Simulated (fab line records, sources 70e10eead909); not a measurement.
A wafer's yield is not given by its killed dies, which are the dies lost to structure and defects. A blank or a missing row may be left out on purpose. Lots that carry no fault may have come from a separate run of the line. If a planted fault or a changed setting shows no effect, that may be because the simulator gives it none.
Comparing a struck lot with a sound one | flow nand harc | 41 out of 1159 route steps
Sound: wafers L977.2, L977.3, L977.5. Struck: wafers L981.3, L981.5. (L981.6 of the same lot was not struck and is left out.) The cause comes at the end.
Per side, at each step with rows, come the tool, then ch with its chambers, and then its first start. Under that, the readings that differ: sound wafers | struck wafers | difference of the means | sigmas: that difference in standard deviations of wafers without a fault.
alike: readings whose means differ by less than 2 such deviations, and words and numbers that are the same on both sides. not compared: withheld readings, readings that some wafer has no value for, bounds like >300 that may hide the same value, and numbers for which the record gives no deviation and whose values overlap.
A row with sigmas, a row that says differs or no value, or rows on one side alone: a step with any of these is where the two part. Non-overlapping numbers with no deviation appear without sigmas and do not part them. Lack of a reading on every wafer of one side parts them only where that side has two or more wafers.

first, 1 step without rows for these wafers: NHARC_P_STI_HARDBAKE_13 (time 65 s).
NHARC_P_STI_DESCUM_14: chemistry O2, time 3 s.
  sound on rie diel-03 ch 0,1, day 3 11:11; struck on rie diel-11 ch 0,3, day 4 11:17
  alike: drypump motor current A, oes product au, rf vpp V, showerhead plenum p Torr, throttle valve pct
  not compared: rf hours counter h
NHARC_P_STI_ETCH_42: etches the open film in N2/H2, target depth 80 nm, overetch 24 nm, time 61 s.
  sound on rie diel-03 ch 1,2, day 3 11:16; struck on rie diel-11 ch 0,3, day 4 11:22
  reading               | sound             | struck      | difference | sigmas
  oes product au (a.u.) | 0.984 1.003 0.996 | 1.014 1.012 | +0.019     | +2
  alike: bias w, drypump motor current A, rf vpp V, showerhead plenum p Torr, throttle valve pct
  not compared: rf hours counter h
NHARC_P_STI_ETCH_31: etches the open film in CF4/CHF3, target depth 108.9 nm, time 54.5 s.
  sound: rie diel-03 ch 0,3; struck: rie diel-11 ch 1,2
  alike: bias w, drypump motor current A, oes product au, rf vpp V, showerhead plenum p Torr, throttle valve pct
  not compared: rf hours counter h
NHARC_P_STI_ETCH_15: etches the open film in HBr/Cl2, target depth 300 nm, time 100.1 s.
  sound on rie si-01 ch 0,1, day 3 11:27; struck on rie si-05 ch 1,3, day 4 11:36
  alike: bias w, drypump motor current A, oes product au, throttle valve pct
  not compared: rf hours counter h
NHARC_P_STI_CD_MEAS_16:
  sound on cd sem-01, day 3 11:37; struck on cd sem-03, day 4 11:44
  alike: cd nm
NHARC_P_STI_OCD_MEAS_17:
  sound on ocd-02, day 3 11:42; struck on ocd-01, day 4 11:49
  alike: trench depth nm, trench foot cd nm
then, 3 steps without rows for these wafers: NHARC_P_STI_STRIP_19 (strips in SPM, time 900 s); NHARC_P_STI_PRECLEAN_32 (cleans in SC1); NHARC_P_STI_SRD_23.
NHARC_P_STI_OCD_MEAS_43:
  sound on ocd-01, day 3 12:13; struck on ocd-01, day 4 12:25
  alike: trench depth nm, trench foot cd nm
then, 1 step without rows for these wafers: NHARC_P_STI_OXIDE_33 (material SiO2, target thk 10 nm, ox time 281 s).
NHARC_P_STI_HDPCVD_20: deposits SiO2.
  sound on hdpcvd-01 ch 0,1, day 3 20:43; struck on hdpcvd-01 ch 0,1, day 4 21:06
then, 1 step without rows for these wafers: NHARC_P_STI_ANNEAL_34 (time 1800 s).
NHARC_P_STI_CMP_21: polishes, t overpolish 20 s, target thk 380.67 nm.
  sound on cmp-04 ch 0,1,3, day 4 05:50; struck on cmp-03 ch 2,3, day 5 08:24
  alike: motor current A, overpolish run s
then, 19 steps without rows for these wafers: NHARC_P_STI_SRD_35; NHARC_P_STI_ETCH_36 (etches SiO2 in dHF, target depth 38.8 nm); NHARC_P_STI_STRIP_24 (strips Si3N4 in H3PO4); NHARC_P_STI_ETCH_37 (etches SiO2 in dHF, target depth 11 nm); NHARC_P_STI_PRECLEAN_38 (cleans in SC1); NHARC_P_STI_SRD_39; NHARC_P_STI_OXIDE_40 (material SiO2, target thk 10 nm, ox time 1362 s); NHARC_P_GATE_ETCH_69 (etches SiO2 in dHF, target depth 14 nm); NHARC_P_GATE_PRECLEAN_70 (cleans in SC1); NHARC_P_GATE_SRD_01; NHARC_P_GATE_OXIDE_02 (material SiO2, target thk 37.5 nm, ox time 365 s); NHARC_P_GATE_DEHYDRATE_03 (time 120 s); NHARC_P_GATE_HMDS_04 (time 30 s); NHARC_P_GATE_COAT_05; NHARC_P_GATE_SOFTBAKE_06 (time 95 s); NHARC_P_GATE_EBR_07; NHARC_P_GATE_EXPOSE_08 (exposes mask P HV); NHARC_P_GATE_PEB_09 (peb time 85 s); NHARC_P_GATE_DEVELOP_10 (time 70 s).
NHARC_P_GATE_CD_MEAS_11: target cd 1640 nm.
  sound on cd sem-03 ch 0, day 5 01:16; struck on cd sem-01 ch 0, day 6 03:31
  alike: cd nm
then, 5 steps without rows for these wafers: NHARC_P_GATE_HARDBAKE_12 (time 80 s); NHARC_P_GATE_DESCUM_13 (chemistry O2, time 3 s); NHARC_P_GATE_ETCH_14 (etches SiO2 in dHF, target depth 48.8 nm); NHARC_P_GATE_STRIP_15 (strips in SPM, time 780 s); NHARC_P_GATE_PRECLEAN_71 (cleans in SC1).
-- break in the record here, with 18 days between the starts of the struck wafers on either side (left off in module P_GATE, picked up again in module END, where the first step shown is number 1159 on the route) --
NHARC_END_SORT_01:
  sound on prober-01 ch 0, day 23 17:13; struck on prober-02 ch 0, day 24 02:00
  reading             | sound    | struck  | difference | sigmas
  killed at array     | 16 17 9  | 38 37   | +24        | +2
  killed at periphery | 3 6 2    | 85 88   | +83        | +35
  killed dies         | 19 23 11 | 123 125 | +106       | +10
  alike: killed at other, killed open, killed short

WHERE THEY PART
Earliest at NHARC_P_STI_ETCH_42; latest, in this record, at NHARC_END_SORT_01.

WHY: whatever the simulator had introduced
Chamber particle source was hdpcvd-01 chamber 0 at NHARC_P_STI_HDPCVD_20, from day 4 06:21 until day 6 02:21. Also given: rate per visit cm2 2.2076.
